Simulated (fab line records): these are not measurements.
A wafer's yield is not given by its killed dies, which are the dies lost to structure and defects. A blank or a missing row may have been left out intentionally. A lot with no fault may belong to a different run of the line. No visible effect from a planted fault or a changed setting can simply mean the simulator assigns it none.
A struck lot beside a sound one / flow n5 finfet / 45 steps out of a route of 1938
Sound: the wafers L118.2, L118.4, L118.5. The struck wafers were L132.2, L132.5, L132.6. The cause is given at the end.
For every step that has rows: the tool of each side, followed by ch and its chambers, followed by its first start. Under that, the readings that differ: sound wafers / struck wafers / difference of the means / sigmas: that difference in standard deviations of wafers without a fault.
alike: words and numbers the same on both sides, and readings whose means are apart by under 2 such deviations; not compared: readings that were withheld, readings missing a value for some wafer, numbers with overlapping values and no deviation given by the record, and bounds like >300 which may hide the same value.
The two part at a step that has a row with sigmas, a row that says differs or no value, or rows on one side only. When numbers do not overlap yet have no deviation, they are printed without sigmas and do not part them. A reading missing from all wafers of one side parts the sides only when that side holds two or more wafers.

first, 11 steps without rows for these wafers: N5_BEOL_M2_DESCUM_33 (chemistry O2, time 7 s); N5_BEOL_M2_ETCH_77 (etches underlayer in N2/H2, target depth 6.5 nm, time 5.2 s); N5_BEOL_M2_ETCH_69 (etches SiARC in CF4, target depth 15.6 nm, time 26 s); N5_BEOL_M2_ALD_98 (deposits SiO2, target thk 2.5 nm, pulse time 1 s, co reactant pulse time 1 s); N5_BEOL_M2_ETCHBACK_99 (etches SiO2 in CHF3, target depth 5 nm, time 10.4 s); N5_BEOL_M2_ETCH_70 (etches SOC in N2/H2, target depth 80 nm, overetch 24 nm, time 130 s); N5_BEOL_M2_STRIP_71 (strips in N2/H2); N5_BEOL_M2_STRIP_78 (strips in N2/H2); N5_BEOL_M2_VIA_ETCH_34 (etches the open film in C4F6/O2, target depth 69.4 nm, time 65.9 s); N5_BEOL_M2_STRIP_83 (strips in C4F6/O2); N5_BEOL_M2_STRIP_36 (strips in N2/H2).
N5_BEOL_M2_TRENCH_ETCH_37: etches SiOC in C4F6/O2, target depth 55.555 nm, time 29.2 s.
  sound on rie diel-05 ch 0,1,3, day 7 23:47; struck on rie diel-05 ch 1,2, day 11 10:30
reading=rf fwd power W (W); sound=348.1 349.3 352.0; struck=435.2 432.8 435.7; difference=+84.8; sigmas=+45
reading=rf vpp V (V); sound=675 679 655; struck=610 610 608; difference=-60; sigmas=-4
reading=model.BEOL_M2.feature depth nm (nm); sound=56.4 55.6 54.6; struck=59 60.4 59.8; difference=+4; sigmas=
reading=model.etch.depth nm (nm); sound=56.37 55.57 54.53; struck=59.02 60.47 59.85; difference=+4.29; sigmas=
  alike: drypump motor current A, oes_f_703_au, oes_o_777_au, oes product au, showerhead plenum p Torr, throttle valve pct
  not compared: rf hours counter h
then, 2 steps without rows for these wafers: N5_BEOL_M2_ETCH_41 (etches SiCN in CH3F/O2, target depth 29.9 nm, time 52.5 s); N5_BEOL_M2_STRIP_97 (strips in N2/H2, time 10 s).
N5_BEOL_M2_OCD_MEAS_38:
  sound on ocd-02, day 7 23:56; struck on ocd-01, day 11 10:39
reading=trench depth nm (nm); sound=56.1 55.6 54.5; struck=58.7 60.5 59.8; difference=+4.3; sigmas=+5
then, 25 steps without rows for these wafers: N5_BEOL_M2_HM_STRIP_39 (strips TiN in peroxide tin strip, target depth 25 nm, time 158 s); N5_BEOL_M2_SRD_40 (time 30 s); N5_BEOL_M2_PRECLEAN_42 (cleans in residue remover, time 60 s); N5_BEOL_M2_SRD_43 (time 30 s); N5_BEOL_M2_DEGAS_44 (time 60 s); N5_BEOL_M2_PRE_CLEAN_45 (time 30 s); N5_BEOL_M2_ALD_84 (deposits TaN, pulse time 2 s, purge time 3 s, co reactant purge time 2 s); N5_BEOL_M2_SURFACE_TREAT_85; N5_BEOL_M2_CVD_47 (deposits Co from CCTBA/H2, target thk 3 nm, time 223.8 s); N5_BEOL_M2_SPUTTER_48 (material Cu, target thk 4.5 nm, time 8.29 s); N5_BEOL_M2_ANNEAL_49 (time 240 s); N5_BEOL_M2_SPUTTER_79 (material Cu, target thk 4.5 nm, time 8.29 s); N5_BEOL_M2_ANNEAL_80 (time 240 s); N5_BEOL_M2_SPUTTER_81 (material Cu, target thk 4.5 nm, time 8.29 s); N5_BEOL_M2_ANNEAL_82 (time 240 s); N5_BEOL_M2_SPUTTER_86 (material Cu, target thk 4.5 nm, time 8.29 s); N5_BEOL_M2_ANNEAL_87 (time 240 s); N5_BEOL_M2_SPUTTER_88 (material Cu, target thk 4.5 nm, time 8.29 s); N5_BEOL_M2_ANNEAL_89 (time 240 s); N5_BEOL_M2_SPUTTER_90 (material Cu, target thk 4.5 nm, time 8.29 s); N5_BEOL_M2_ANNEAL_91 (time 240 s); N5_BEOL_M2_SPUTTER_92 (material Cu, target thk 4.5 nm, time 8.29 s); N5_BEOL_M2_ANNEAL_93 (time 240 s); N5_BEOL_M2_SPUTTER_94 (material Cu, target thk 4.5 nm, time 8.29 s); N5_BEOL_M2_ANNEAL_95 (time 240 s).
N5_BEOL_M2_CMP_52: polishes, stops on SiOC, t overpolish 6.8 s, target thk 40 nm.
  sound on cmp-03 ch 0,2, day 8 03:32; struck on cmp-01 ch 0,3, day 11 13:53
reading=model.Cu_of_BEOL_M2_ECD_50.thk nm (nm); sound=40 39.6 39.6; struck=44.4 47.6 45.2; difference=+6.0; sigmas=
  alike: barrier field endpoint s, motor current A, overpolish run s, slurry flow ml min, time to endpoint s
N5_BEOL_M2_THK_MEAS_53: measures by xrf.
  sound on film metro-01, day 8 03:47; struck on film metro-01, day 11 14:10
reading=M2_THK (nm); sound=38.7 38.3 38.2; struck=42.9 45.8 43.5; difference=+5.7; sigmas=+4
N5_BEOL_M2_RS_MEAS_58: uses a four-point probe to measure.
  sound on film metro-01, day 8 04:05; struck on film metro-01, day 11 14:26
reading=M2_RS (ohm/sq); sound=0.67 0.68 0.68; struck=0.58 0.54 0.57; difference=-0.11; sigmas=-4
N5_BEOL_M4_RC_MEAS_101:
  sound on prober-02 ch 0, day 9 01:07; struck on prober-02 ch 0, day 12 13:11
  alike: DIBL_N, DIBL_P, IOFF_N, IOFF_P, ION_N, ION_P, SS_N, SS_P, VT_N, VT_P
-- record jumps: 4 days separate the struck wafers' starts on either side; left off in module BEOL_M4, taken up again in module PASSIVATION, whose first shown step is the route's number 1936 --
N5_PASSIVATION_PROBE_49:
  record: rows for the struck wafers here (prober-01, day 16 16:34), none for the sound ones

WHERE THEY PART
Earliest at N5_BEOL_M2_TRENCH_ETCH_37; latest, in this record, at N5_PASSIVATION_PROBE_49.

WHY: what the simulator had put in
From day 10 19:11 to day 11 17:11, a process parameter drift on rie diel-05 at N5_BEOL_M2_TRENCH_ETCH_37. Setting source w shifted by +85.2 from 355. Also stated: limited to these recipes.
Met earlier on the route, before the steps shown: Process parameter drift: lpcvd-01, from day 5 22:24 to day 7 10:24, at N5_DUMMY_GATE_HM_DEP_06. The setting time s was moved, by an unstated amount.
